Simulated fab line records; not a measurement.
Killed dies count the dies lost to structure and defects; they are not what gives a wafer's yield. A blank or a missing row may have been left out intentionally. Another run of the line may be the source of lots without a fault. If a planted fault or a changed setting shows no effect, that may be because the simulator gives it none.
fab line records	flow n5_finfet
[record] lots = 7	wafers = 21
route steps=1938 shown BEOL_M8@1338 BEOL_M10@1470 BEOL_M11@1536 BEOL_M12@1656 BEOL_M13@1705
start_h: hours from the record's opening day to when the first of the lot's shown wafers began	wait_h: hours from the lot's prior step to this one	" unchanged from the row above	L1.1+2: one row covering several wafers at once	- no value, or no start given	* or withheld: withheld	< > ~ a bound
route shown NAME@n: a module of which the file shows steps, and the number in the route of the first	usual: mean/standard deviation of fault-free wafers	same: alike in all rows	chamber/n: place in a boat	sites: each site's reading	_std_site: their standard deviation	_edge_site: the outer-site mean with the inner-site mean subtracted	radius_mm: for every site, how far away it sits from the centre of the wafer	mask NAME#n: copy n	behind: the most recent tool/chamber to have shaped the wafer	hold: why the lot went on hold/how many hours it stayed there/how the hold came to an end	device: the transistor (n, p or np) that didn't switch	end of line: at the end of the route, the tests of the same wafers	a step without rows: its recipe alone	killed: the dies lost at the first sort to structure and to defects; this is not the yield of the wafer	map: a wafer's dies, marking killed ones x, the rest . and places with no die _
set.NAME: the setting the step ran with; set.NAME@STEP: the setting that earlier step ran with	model.NAME: the simulator's own value behind a step, which no gauge read
lots where settings were altered on purpose, with a table for each step and a row for each wafer
[[steps]]
[step N5_BEOL_M8_COAT_60]
[recipe] resist = SiARC	temp_c = 220	time_s = 60	spin_rpm = 1500	resist_thk_nm = 35
lot.wafer	tool	chamber	start_h	wait_h	set.spin_rpm	model.SiARC_of_BEOL_M8_COAT_60.thk_nm
L077.2+4	litho_track-02	0	-	-	1500	35
L077.3	"	0	"	"	1650	33.4
L080.2	litho_track-03	0	-	-	1500	35.2
L080.4	"	0	"	"	1383	36.8
L080.5	"	0	"	"	1383	36.6
L084.1	litho_track-01	0	-	-	1500	35
L084.2	"	0	"	"	1500	35.2
L084.4	"	0	"	"	1416	36.2
L087.2+3	litho_track-03	0	-	-	1500	35
L087.5	"	0	"	"	1642	33.4
L085.2+4	litho_track-02	0	-	-	1500	35
L085.5	"	0	"	"	1500	35.2
L091.1	litho_track-02	0	-	-	1442	35.6
L091.4	"	0	"	"	1442	35.8
L091.6	"	0	"	"	1500	35
L090.2+5	litho_track-02	0	-	-	1500	35.2
L090.3	"	0	"	"	1500	35
[step N5_BEOL_M8_COAT_05]
[recipe] resist = CAR-ArF	spin_rpm = 1500	resist_thk_nm = 90
[step N5_BEOL_M8_EBR_07]
[recipe] solvent = PGMEA	ebr_width_mm = 1.5
[step N5_BEOL_M8_DESCUM_16]
[recipe] chemistry = O2	time_s = 7.9	source_power_w = 50	bias_power_w = 20	pressure_mtorr = 20	rf_frequency_hz = 2.712e+07	temp_c = 40	resist = CAR-ArF	o2_flow_sccm = 225
[step N5_BEOL_M8_ETCH_61]
[recipe] chemistry = CF4	target = SiARC	target_depth_a = 455	mask_material = CAR-ArF	time_s = 75.8	ion_energy_ev = 80	pressure_mtorr = 40	source_w = 545	bias_w = 36	Ar_flow_sccm = 100	cf4_flow_sccm = 100	ends = cleared
lot.wafer	tool	chamber	start_h	wait_h	set.spin_rpm@BEOL_M8_COAT_60	model.CAR-ArF_of_BEOL_M8_COAT_05.thk_nm	model.etch.depth_nm
L077.2	rie_diel-05	2	245.49	0.0	1500	50.6	34.94
L077.3	"	3	"	"	1650	52.2	33.32
L077.4	"	1	"	"	1500	51	34.91
L080.2	rie_diel-03	2	274.24	0.0	1500	50.6	35.21
L080.4	"	1	"	"	1383	49.4	36.72
L080.5	"	3	"	"	1383	49.6	36.69
L084.1	rie_diel-05	1	277.67	0.0	1500	50.8	34.99
L084.2	"	2	"	"	1500	50.6	35.14
L084.4	"	1	"	"	1416	50	36.15
L087.2	rie_diel-05	3	281.02	0.0	1500	50.6	34.98
L087.3	"	2	"	"	1500	50.6	34.95
L087.5	"	2	"	"	1642	52.2	33.36
L085.2	rie_diel-03	0	285.04	0.0	1500	51	34.99
L085.4	"	3	"	"	1500	51	35.01
L085.5	"	0	"	"	1500	50.8	35.11
L091.1	rie_diel-04	1	320.97	0.0	1442	51	35.66
L091.4	"	0	"	"	1442	50.8	35.79
L091.6	"	2	"	"	1500	51.6	34.95
L090.2	rie_diel-05	1	357.39	0.0	1500	51	35.12
L090.3	"	0	"	"	1500	51.2	35.09
L090.5	"	2	"	"	1500	50.6	35.12
[step N5_BEOL_M8_ETCH_62]
[recipe] chemistry = N2/H2	target = SOC	target_depth_a = 1100	overetch_a = 220	mask_material = SiARC	temp_c = 40	time_s = 165	ion_energy_ev = 200	pressure_mtorr = 30	source_w = 840	bias_w = 150	n2_flow_sccm = 200	h2_flow_sccm = 200
lot.wafer	tool	chamber	start_h	wait_h	set.spin_rpm@BEOL_M8_COAT_60	model.SiARC_of_BEOL_M8_COAT_60.thk_nm
L077.2	rie_diel-05	2	245.55	0.0	1500	27.8
L077.3	"	3	"	"	1650	26.8
L077.4	"	1	"	"	1500	28
L080.2	rie_diel-03	2	274.30	0.0	1500	28.8
L080.4	"	1	"	"	1383	30
L080.5	"	3	"	"	1383	29.8
L084.1+2	rie_diel-05	1,2	277.72	0.0	1500	28
L084.4	"	1	"	"	1416	29.2
L087.2	rie_diel-05	3	281.08	0.0	1500	28.6
L087.3	"	2	"	"	1500	27.8
L087.5	"	2	"	"	1642	26.2
L085.2+5	rie_diel-03	0	285.09	0.0	1500	28.4
L085.4	"	3	"	"	1500	28.2
L091.1	rie_diel-04	1	321.03	0.0	1442	28.8
L091.4	"	0	"	"	1442	29
L091.6	"	2	"	"	1500	28
L090.2+3	rie_diel-05	1,0	357.45	0.0	1500	28.2
L090.5	"	2	"	"	1500	28
[step N5_BEOL_M8_TRENCH_ETCH_37]
[recipe] chemistry = C4F6/O2	target_depth_a = 934.78	target = SiCOH_lowk	time_s = 31.2	ion_energy_ev = 250	pressure_mtorr = 30	source_w = 345	bias_w = 185	Ar_flow_sccm = 300	C4F6_flow_sccm = 10	O2_flow_sccm = 10
[usual] rf_vpp_V = 668/8.9
lot.wafer	tool	chamber	start_h	wait_h	set.bias_w	rf_vpp_V
L077.2	rie_diel-05	0	-	-	215.4	745
L077.3	"	2	"	"	185	674
L077.4	"	3	"	"	215.4	746
L080.2	rie_diel-03	3	-	-	185	678
L080.4	"	1	"	"	185	653
L080.5	"	2	"	"	185	661
L084.1	rie_diel-05	2	-	-	207.3	738
L084.2	"	3	"	"	207.3	724
L084.4	"	0	"	"	185	661
L087.2	rie_diel-03	3	-	-	185	678
L087.3	"	1	"	"	197.1	685
L087.5	"	0	"	"	197.1	714
L085.2	rie_diel-03	0	-	-	185	681
L085.4	"	3	"	"	185	678
L085.5	"	0	"	"	209.6	750
L091.1	rie_diel-05	3	-	-	185	660
L091.4	"	0	"	"	200.1	705
L091.6	"	1	"	"	200.1	718
L090.2	rie_diel-05	3	-	-	185	661
L090.3	"	0	"	"	185	660
L090.5	"	1	"	"	185	675
[step N5_BEOL_M10_ILD_DEP_00]
[recipe] material = SiCOH_lowk	target_thk_a = 3085.1	temp_c = 300	precursor = DEMS/porogen	pressure_torr = 5	rf_w = 500	time_s = 58
lot.wafer	tool	chamber	start_h	wait_h	set.time_s	model.SiCOH_lowk_of_BEOL_M10_ILD_DEP_00.thk_nm
L077.2	pecvd-04	0	262.49	0.0	50.33	267
L077.3	"	2	"	"	50.33	264
L077.4	"	0	"	"	58	313.8
L080.2	pecvd-02	0	293.32	0.0	66.52	349.2
L080.4	"	2	"	"	58	309.6
L080.5	"	1	"	"	58	310.2
L084.1	pecvd-02	0	293.59	0.0	65.02	339.4
L084.2	"	1	"	"	65.02	338.8
L084.4	"	0	"	"	65.02	347.6
L087.2	pecvd-01	2	299.98	0.0	54.73	287.2
L087.3	"	0	"	"	54.73	293.8
L087.5	"	1	"	"	58	317.2
L085.2	pecvd-01	0	302.43	0.0	58	306.8
L085.4	"	0	"	"	51.94	280.2
L085.5	"	2	"	"	58	307
L091.1	pecvd-04	1	335.08	0.0	65.49	344.4
L091.4	"	0	"	"	58	309.2
L091.6	"	0	"	"	65.49	353.6
L090.2	pecvd-02	0	369.81	0.0	58	301
L090.3	"	2	"	"	58	303.8
L090.5	"	2	"	"	58	302.2
[step N5_BEOL_M10_CURE_71]
[recipe] temp_c = 385	time_s = 240	ambient = He/Ar	material = SiCOH_lowk
lot.wafer	tool	chamber	start_h	wait_h	set.time_s@BEOL_M10_ILD_DEP_00	model.SiCOH_lowk_of_BEOL_M10_ILD_DEP_00.thk_nm
L077.2	uv_cure-02	2	262.65	0.1	50.33	231.4
L077.3	"	2	"	"	50.33	228.8
L077.4	"	2	"	"	58	272.6
L080.2	uv_cure-01	1	293.48	0.1	66.52	304
L080.4	"	1	"	"	58	269
L080.5	"	1	"	"	58	269.6
L084.1	uv_cure-03	2	293.67	0.0	65.02	295.4
L084.2	"	2	"	"	65.02	294.8
L084.4	"	2	"	"	65.02	302.6
L087.2	uv_cure-01	2	300.16	0.1	54.73	249.2
L087.3	"	2	"	"	54.73	255
L087.5	"	2	"	"	58	275.6
L085.2	uv_cure-01	1	302.59	0.1	58	266.4
L085.4	"	1	"	"	51.94	243
L085.5	"	1	"	"	58	266.6
L091.1	uv_cure-03	2	335.20	0.1	65.49	299.8
L091.4	"	2	"	"	58	268.6
L091.6	"	2	"	"	65.49	308
L090.2	uv_cure-01	0	370.00	0.2	58	261.4
L090.3	"	0	"	"	58	263.8
L090.5	"	0	"	"	58	262.4
[step N5_BEOL_M10_THK_MEAS_01]
[recipe] reads = SiCOH_lowk_of_BEOL_M10_ILD_DEP_00
[usual] M10_ILD_THK = 267/3.2
lot.wafer	tool	chamber	start_h	wait_h	set.time_s@BEOL_M10_ILD_DEP_00	M10_ILD_THK[nm]
L077.2	film_metro-01	-	263.08	0.4	50.33	232
L077.3	"	-	"	"	50.33	229
L077.4	"	-	"	"	58	273
L080.2	film_metro-01	-	293.91	0.4	66.52	304
L080.4	"	-	"	"	58	269
L080.5	"	-	"	"	58	270
L084.1	film_metro-02	-	294.18	0.4	65.02	295
L084.2	"	-	"	"	65.02	295
L084.4	"	-	"	"	65.02	303
L087.2	film_metro-01	-	300.59	0.4	54.73	249
L087.3	"	-	"	"	54.73	255
L087.5	"	-	"	"	58	276
L085.2	film_metro-01	-	303.02	0.4	58	266
L085.4	"	-	"	"	51.94	243
L085.5	"	-	"	"	58	267
L091.1	film_metro-02	-	335.71	0.4	65.49	299
L091.4	"	-	"	"	58	269
L091.6	"	-	"	"	65.49	308
L090.2	film_metro-02	-	370.43	0.4	58	261
L090.3	"	-	"	"	58	264
L090.5	"	-	"	"	58	262
[step N5_BEOL_M11_ILD_DEP_00]
[recipe] material = SiCOH_lowk	target_thk_a = 3085.1	temp_c = 300	precursor = DEMS/porogen	pressure_torr = 5	rf_w = 500	time_s = 58
lot.wafer	tool	chamber	start_h	wait_h	set.time_s	model.SiCOH_lowk_of_BEOL_M11_ILD_DEP_00.thk_nm
L077.2	pecvd-03	1	275.89	0.0	58	297.6
L077.3	"	0	"	"	58	305.6
L077.4	"	1	"	"	58	304.6
L084.1	pecvd-03	2	303.01	0.0	58	300.4
L084.2	"	1	"	"	58	302.4
L084.4	"	0	"	"	55.34	295.8
L080.2	pecvd-03	0	305.37	0.0	60.53	317.4
L080.4	"	2	"	"	58	303.4
L080.5	"	1	"	"	60.53	320.8
L087.2	pecvd-01	0	306.64	0.0	58	301.4
L087.3	"	1	"	"	49.38	261.2
L087.5	"	2	"	"	49.38	264.4
L085.2	pecvd-01	2	313.62	0.0	54.06	285.2
L085.4	"	0	"	"	58	308.6
L085.5	"	1	"	"	54.06	289
L091.1	pecvd-03	1	342.22	0.0	58	303.2
L091.4	"	2	"	"	62.63	334.2
L091.6	"	0	"	"	58	314.6
L090.2	pecvd-02	1	380.27	0.0	58	306.8
L090.3	"	2	"	"	58	300.6
L090.5	"	1	"	"	58	312
[step N5_BEOL_M11_CURE_71]
[recipe] temp_c = 385	time_s = 240	ambient = He/Ar	material = SiCOH_lowk
lot.wafer	tool	chamber	start_h	wait_h	set.time_s@BEOL_M11_ILD_DEP_00	model.SiCOH_lowk_of_BEOL_M11_ILD_DEP_00.thk_nm
L077.2	uv_cure-01	1	276.05	0.1	58	258.4
L077.3	"	1	"	"	58	265.4
L077.4	"	1	"	"	58	264.6
L084.1	uv_cure-02	1	303.08	0.0	58	261
L084.2	"	1	"	"	58	262.6
L084.4	"	1	"	"	55.34	256.8
L080.2	uv_cure-02	2	305.53	0.1	60.53	275.8
L080.4	"	2	"	"	58	263.6
L080.5	"	2	"	"	60.53	278.8
L087.2	uv_cure-01	1	306.79	0.1	58	261.8
L087.3	"	1	"	"	49.38	226.4
L087.5	"	1	"	"	49.38	229.2
L085.2	uv_cure-02	2	313.78	0.1	54.06	247.4
L085.4	"	2	"	"	58	268.2
L085.5	"	2	"	"	54.06	250.8
L091.1	uv_cure-03	2	342.30	0.0	58	263.4
L091.4	"	2	"	"	62.63	290.6
L091.6	"	2	"	"	58	273.4
L090.2	uv_cure-01	1	380.66	0.4	58	266.4
L090.3	"	1	"	"	58	261
L090.5	"	1	"	"	58	271
[step N5_BEOL_M11_THK_MEAS_01]
[recipe] reads = SiCOH_lowk_of_BEOL_M11_ILD_DEP_00
[usual] M11_ILD_THK = 267/3.5
lot.wafer	tool	chamber	start_h	wait_h	set.time_s@BEOL_M11_ILD_DEP_00	M11_ILD_THK[nm]
L077.2	film_metro-02	-	276.49	0.4	58	258
L077.3	"	-	"	"	58	266
L077.4	"	-	"	"	58	265
L084.1	film_metro-01	-	303.60	0.4	58	261
L084.2	"	-	"	"	58	263
L084.4	"	-	"	"	55.34	257
L080.2	film_metro-01	-	305.96	0.4	60.53	275
L080.4	"	-	"	"	58	264
L080.5	"	-	"	"	60.53	279
L087.2	film_metro-01	-	307.23	0.4	58	262
L087.3	"	-	"	"	49.38	226
L087.5	"	-	"	"	49.38	229
L085.2	film_metro-01	-	314.21	0.4	54.06	248
L085.4	"	-	"	"	58	268
L085.5	"	-	"	"	54.06	251
L091.1	film_metro-01	-	342.81	0.4	58	263
L091.4	"	-	"	"	62.63	291
L091.6	"	-	"	"	58	273
L090.2	film_metro-02	-	381.10	0.4	58	266
L090.3	"	-	"	"	58	261
L090.5	"	-	"	"	58	271
[step N5_BEOL_M11_HM_DEP_02]
[recipe] material = TiN	target_thk_a = 200	temp_c = 25	chamber_pressure_pa = 0.49996
lot.wafer	tool	chamber	start_h	wait_h	set.target_thk_a	model.TiN_of_BEOL_M11_HM_DEP_02.thk_nm
L077.2	pvd_sputter-01	-	277.03	0.5	180.5	18.4
L077.3	"	-	"	"	180.5	18.2
L077.4	"	-	"	"	200	20.2
L084.1	pvd_sputter-02	-	304.64	1.0	200	20
L084.2	"	-	"	"	179.8	18.2
L084.4	"	-	"	"	179.8	18.4
L080.2	pvd_sputter-02	-	306.37	0.4	200	19.8
L080.4+5	"	-	"	"	200	20
L087.2	pvd_sputter-02	-	309.07	1.8	200	20
L087.3	"	-	"	"	200	19.8
L087.5	"	-	"	"	220.7	21.8
L085.2	pvd_sputter-02	-	314.41	0.1	192.9	18.8
L085.4	"	-	"	"	192.9	19.2
L085.5	"	-	"	"	200	19.8
L091.1	pvd_sputter-03	-	346.89	4.0	200	20.4
L091.4	"	-	"	"	221.2	22.6
L091.6	"	-	"	"	200	20.6
L090.2+3	pvd_sputter-03	-	381.61	0.5	200	19.8
L090.5	"	-	"	"	200	19.6
[step N5_BEOL_M11_COAT_59]
[recipe] resist = SOC	temp_c = 250	time_s = 60	spin_rpm = 1500	resist_thk_nm = 100
[step N5_BEOL_M11_COAT_60]
[recipe] resist = SiARC	temp_c = 220	time_s = 60	spin_rpm = 1500	resist_thk_nm = 30
[step N5_BEOL_M11_STRIP_68]
[recipe] chemistry = N2/H2	temp_c = 40	n2_flow_sccm = 200	h2_flow_sccm = 200	rf_frequency_hz = 6e+07
[step N5_BEOL_M11_STRIP_67]
[recipe] chemistry = CF4	resist = SiARC	power_w = 300	bias_power_w = 75	pressure_mtorr = 50	cf4_flow_sccm = 150	rf_frequency_hz = 6e+07
[step N5_BEOL_M11_HM_OPEN_17]
[recipe] chemistry = Cl2/BCl3	target_depth_a = 200	overetch_a = 60	target = TiN	mask_material = SOC	ion_energy_ev = 150	pressure_mtorr = 10	icp_w = 1000	bias_w = 126	Cl2_flow_sccm = 53.25	bcl3_flow_sccm = 21.75	Ar_flow_sccm = 25
lot.wafer	tool	chamber	start_h	wait_h	set.target_thk_a@BEOL_M11_HM_DEP_02	model.etch.depth_nm
L077.2	rie_metal-03	0	277.81	0.0	180.5	18.41
L077.3	"	0	"	"	180.5	18.29
L077.4	"	1	"	"	200	20.15
L084.1	rie_metal-01	0	305.37	0.0	200	20.08
L084.2	"	1	"	"	179.8	18.29
L084.4	"	1	"	"	179.8	18.35
L080.2	rie_metal-02	1	307.12	0.0	200	19.84
L080.4	"	0	"	"	200	19.92
L080.5	"	1	"	"	200	20.09
L087.2	rie_metal-02	1	310.09	0.0	200	20.05
L087.3	"	1	"	"	200	19.75
L087.5	"	0	"	"	220.7	21.77
L085.2	rie_metal-03	1	315.48	0.0	192.9	18.72
L085.4	"	0	"	"	192.9	19.17
L085.5	"	0	"	"	200	19.89
L091.1	rie_metal-01	0	347.74	0.0	200	20.42
L091.4	"	0	"	"	221.2	22.58
L091.6	"	1	"	"	200	20.54
L090.2	rie_metal-02	1	382.49	0.0	200	19.73
L090.3	"	1	"	"	200	19.82
L090.5	"	1	"	"	200	19.68
[step N5_BEOL_M11_TRENCH_ETCH_37]
[recipe] chemistry = C4F6/O2	target_depth_a = 1488.3	target = SiCOH_lowk	time_s = 48	ion_energy_ev = 250	pressure_mtorr = 30	source_w = 345	bias_w = 185	Ar_flow_sccm = 300	C4F6_flow_sccm = 10	O2_flow_sccm = 10
[usual] rf_vpp_V = 663/10
lot.wafer	tool	chamber	start_h	wait_h	set.source_w	set.target_thk_a@BEOL_M11_HM_DEP_02	rf_vpp_V	model.TiN_of_BEOL_M11_HM_DEP_02.thk_nm
L077.2	rie_diel-02	2	-	-	345	180.5	666	14.4
L077.3	"	3	"	"	345	180.5	665	14
L077.4	"	2	"	"	345	200	667	16.2
L084.1	rie_diel-02	2	-	-	311.8	200	702	16.2
L084.2	"	3	"	"	311.8	179.8	701	14.2
L084.4	"	0	"	"	345	179.8	665	14.4
L080.2	rie_diel-01	1	-	-	345	200	660	15.8
L080.4	"	2	"	"	386.6	200	638	15.6
L080.5	"	2	"	"	345	200	675	15.8
L087.2	rie_diel-06	3	-	-	368.4	200	637	15.8
L087.3	"	0	"	"	345	200	662	15.8
L087.5	"	3	"	"	368.4	220.7	640	17.6
L085.2	rie_diel-02	1	-	-	345	192.9	679	14.6
L085.4	"	2	"	"	328.6	192.9	686	15.2
L085.5	"	1	"	"	328.6	200	697	15.8
L091.1	rie_diel-06	1	-	-	300.5	200	691	16.4
L091.4	"	0	"	"	300.5	221.2	712	18.6
L091.6	"	3	"	"	345	200	661	16.4
L090.2	rie_diel-06	3	-	-	345	200	660	15.4
L090.3	"	1	"	"	345	200	645	15.6
L090.5	"	0	"	"	345	200	662	15.6
[step N5_BEOL_M12_DEP_53]
[recipe] material = SiCN	target_thk_a = 300	temp_c = withheld	precursor = 3MS/NH3	pressure_torr = 3	rf_w = 675	time_s = 10.5
lot.wafer	tool	chamber	start_h	wait_h	set.time_s	model.SiCN_of_BEOL_M12_DEP_53.thk_nm
L077.2	pecvd-03	1	286.02	0.0	10.5	29
L077.3	"	0	"	"	9.954	28
L077.4	"	2	"	"	10.5	29.8
L084.1	pecvd-04	2	325.32	0.0	10.5	29.6
L084.2	"	0	"	"	10.5	29.4
L084.4	"	0	"	"	10.5	30.4
L080.2	pecvd-04	2	331.49	0.0	9.626	27.8
L080.4	"	0	"	"	9.626	28.2
L080.5	"	2	"	"	10.5	30.6
L087.2	pecvd-01	0	332.38	0.0	9.696	27.4
L087.3	"	1	"	"	9.696	27.2
L087.5	"	1	"	"	9.696	27.6
L085.2	pecvd-04	0	334.37	0.0	10.5	29.2
L085.4	"	1	"	"	9.093	25.8
L085.5	"	1	"	"	10.5	29.4
L091.1	pecvd-03	1	358.51	0.0	10.5	29
L091.4	"	1	"	"	10.5	29.2
L091.6	"	0	"	"	10.5	30
L090.2	pecvd-01	1	393.56	0.0	10.5	29.8
L090.3	"	2	"	"	10.5	29.6
L090.5	"	1	"	"	10.5	30
[step N5_BEOL_M13_SPUTTER_43]
[recipe] material = TaN	target_thk_a = 150	temp_c = 50	bias_v = 168.6	power_w = 15000	chamber_pressure_pa = 0.12	time_s = 24.19
lot.wafer	tool	chamber	start_h	wait_h	set.time_s	model.TaN_of_BEOL_M13_SPUTTER_43.thk_nm
L077.2	pvd_sputter-02	-	298.12	0.0	21.9	13.4
L077.3	"	-	"	"	24.19	14.6
L077.4	"	-	"	"	24.19	15
L084.1	pvd_sputter-02	-	330.08	0.0	24.19	15.2
L084.2	"	-	"	"	21.66	13.4
L084.4	"	-	"	"	24.19	15
L080.2	pvd_sputter-03	-	336.80	0.0	27.37	17
L080.4	"	-	"	"	24.19	15
L080.5	"	-	"	"	27.37	17.4
L087.2	pvd_sputter-03	-	339.18	0.0	24.19	15.4
L087.3	"	-	"	"	21.62	13.2
L087.5	"	-	"	"	24.19	15.2
L085.2	pvd_sputter-01	-	339.47	0.0	21.13	12.8
L085.4	"	-	"	"	21.13	13
L085.5	"	-	"	"	24.19	14.8
L091.1	pvd_sputter-02	-	364.11	0.0	24.19	14.6
L091.4	"	-	"	"	24.19	14.8
L091.6	"	-	"	"	24.19	14.4
L090.2	pvd_sputter-03	-	397.51	0.0	24.19	15
L090.3+5	"	-	"	"	24.19	14.8
[step N5_BEOL_M13_SPUTTER_44]
[recipe] material = Ta	target_thk_a = 100	temp_c = 50	bias_v = 80	power_w = 15000	chamber_pressure_pa = 0.07	time_s = 16.13
[step N5_BEOL_M13_SPUTTER_45]
[recipe] material = Cu	target_thk_a = 800	temp_c = -20	bias_v = 60	power_w = 26000	chamber_pressure_pa = 0.13	time_s = 13.33
[step N5_BEOL_M13_ECD_47]
[recipe] material = Cu	target_thk_a = 9360
[step N5_BEOL_M13_ANNEAL_48]
[recipe] temp_c = 225	time_s = 90	ambient = N2
[step N5_BEOL_M13_CMP_49]
[recipe] stop_on = SiOC	t_overpolish_s = 17.1	down_force_psi = 1	platen_rpm = 50	clearing_platen_down_force_psi = 1.5	clearing_platen_rpm = 50	post_cmp_clean = cu_alkaline	target_thk_nm = 420	clearing_platen_pad_velocity_m_s = 0.99484	pad_velocity_m_s = 0.99484
[usual] barrier_field_endpoint_s = 30.0/0.68
lot.wafer	tool	chamber	start_h	wait_h	set.time_s@BEOL_M13_SPUTTER_43	barrier_field_endpoint_s
L077.2	cmp-03	3	299.04	0.2	21.9	29.3
L077.4	"	1	"	"	24.19	31.1
L077.3	"	2	"	"	24.19	29.8
L084.2	cmp-04	2	330.82	0.2	21.66	27.2
L084.4	"	3	"	"	24.19	29.0
L084.1	"	0	"	"	24.19	29.0
L080.4	cmp-03	2	337.84	0.2	24.19	30.0
L080.2	"	3	"	"	27.37	32.7
L080.5	"	1	"	"	27.37	32.4
L087.2	cmp-04	2	340.65	0.2	24.19	30.2
L087.3	"	3	"	"	21.62	27.9
L087.5	"	2	"	"	24.19	29.8
L085.2	cmp-03	3	341.01	0.3	21.13	27.9
L085.4	"	0	"	"	21.13	27.9
L085.5	"	1	"	"	24.19	29.8
L091.4	cmp-02	2	364.89	0.2	24.19	30.0
L091.1	"	3	"	"	24.19	29.6
L091.6	"	1	"	"	24.19	29.2
L090.2	cmp-04	1	398.81	0.3	24.19	30.1
L090.3	"	2	"	"	24.19	29.5
L090.5	"	3	"	"	24.19	28.9
[[key]]
[split] step = N5_BEOL_M8_COAT_60	setting = spin_rpm	stated = 1500	by = wafer
[response] step = N5_BEOL_M8_COAT_60	reading = model.SiARC_of_BEOL_M8_COAT_60.thk_nm	change = -0.174	per = 1%	r = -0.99
[response] step = N5_BEOL_M8_ETCH_61	reading = model.CAR-ArF_of_BEOL_M8_COAT_05.thk_nm	change = +0.149	per = 1%	r = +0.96
[response] step = N5_BEOL_M8_ETCH_61	reading = model.etch.depth_nm	change = -0.175	per = 1%	r = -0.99
[response] step = N5_BEOL_M8_ETCH_62	reading = model.SiARC_of_BEOL_M8_COAT_60.thk_nm	change = -0.164	per = 1%	r = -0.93
[split] step = N5_BEOL_M8_TRENCH_ETCH_37	setting = bias_w	stated = 185	by = wafer
[response] step = N5_BEOL_M8_TRENCH_ETCH_37	reading = rf_vpp_V	change = +5.02	per = 1%	r = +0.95
[split] step = N5_BEOL_M10_ILD_DEP_00	setting = time_s	stated = 58	by = wafer
[response] step = N5_BEOL_M10_ILD_DEP_00	reading = model.SiCOH_lowk_of_BEOL_M10_ILD_DEP_00.thk_nm	change = +3.09	per = 1%	r = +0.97
[response] step = N5_BEOL_M10_CURE_71	reading = model.SiCOH_lowk_of_BEOL_M10_ILD_DEP_00.thk_nm	change = +2.73	per = 1%	r = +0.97
[response] step = N5_BEOL_M10_THK_MEAS_01	reading = M10_ILD_THK	change = +2.74	per = 1%	r = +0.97
[split] step = N5_BEOL_M11_ILD_DEP_00	setting = time_s	stated = 58	by = wafer
[response] step = N5_BEOL_M11_ILD_DEP_00	reading = model.SiCOH_lowk_of_BEOL_M11_ILD_DEP_00.thk_nm	change = +2.74	per = 1%	r = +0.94
[response] step = N5_BEOL_M11_CURE_71	reading = model.SiCOH_lowk_of_BEOL_M11_ILD_DEP_00.thk_nm	change = +2.41	per = 1%	r = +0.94
[response] step = N5_BEOL_M11_THK_MEAS_01	reading = M11_ILD_THK	change = +2.42	per = 1%	r = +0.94
[split] step = N5_BEOL_M11_HM_DEP_02	setting = target_thk_a	stated = 200	by = wafer
[response] step = N5_BEOL_M11_HM_DEP_02	reading = model.TiN_of_BEOL_M11_HM_DEP_02.thk_nm	change = +0.187	per = 1%	r = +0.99
[response] step = N5_BEOL_M11_HM_OPEN_17	reading = model.etch.depth_nm	change = +0.187	per = 1%	r = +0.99
[response] step = N5_BEOL_M11_TRENCH_ETCH_37	reading = model.TiN_of_BEOL_M11_HM_DEP_02.thk_nm	change = +0.195	per = 1%	r = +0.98
[split] step = N5_BEOL_M11_TRENCH_ETCH_37	setting = source_w	stated = 345	by = wafer
[response] step = N5_BEOL_M11_TRENCH_ETCH_37	reading = rf_vpp_V	change = -3.05	per = 1%	r = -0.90
[split] step = N5_BEOL_M12_DEP_53	setting = time_s	stated = 10.5	by = wafer
[response] step = N5_BEOL_M12_DEP_53	reading = model.SiCN_of_BEOL_M12_DEP_53.thk_nm	change = +0.275	per = 1%	r = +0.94
[split] step = N5_BEOL_M13_SPUTTER_43	setting = time_s	stated = 24.19	by = wafer
[response] step = N5_BEOL_M13_SPUTTER_43	reading = model.TaN_of_BEOL_M13_SPUTTER_43.thk_nm	change = +0.165	per = 1%	r = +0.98
[response] step = N5_BEOL_M13_CMP_49	reading = barrier_field_endpoint_s	change = +0.17	per = 1%	r = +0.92
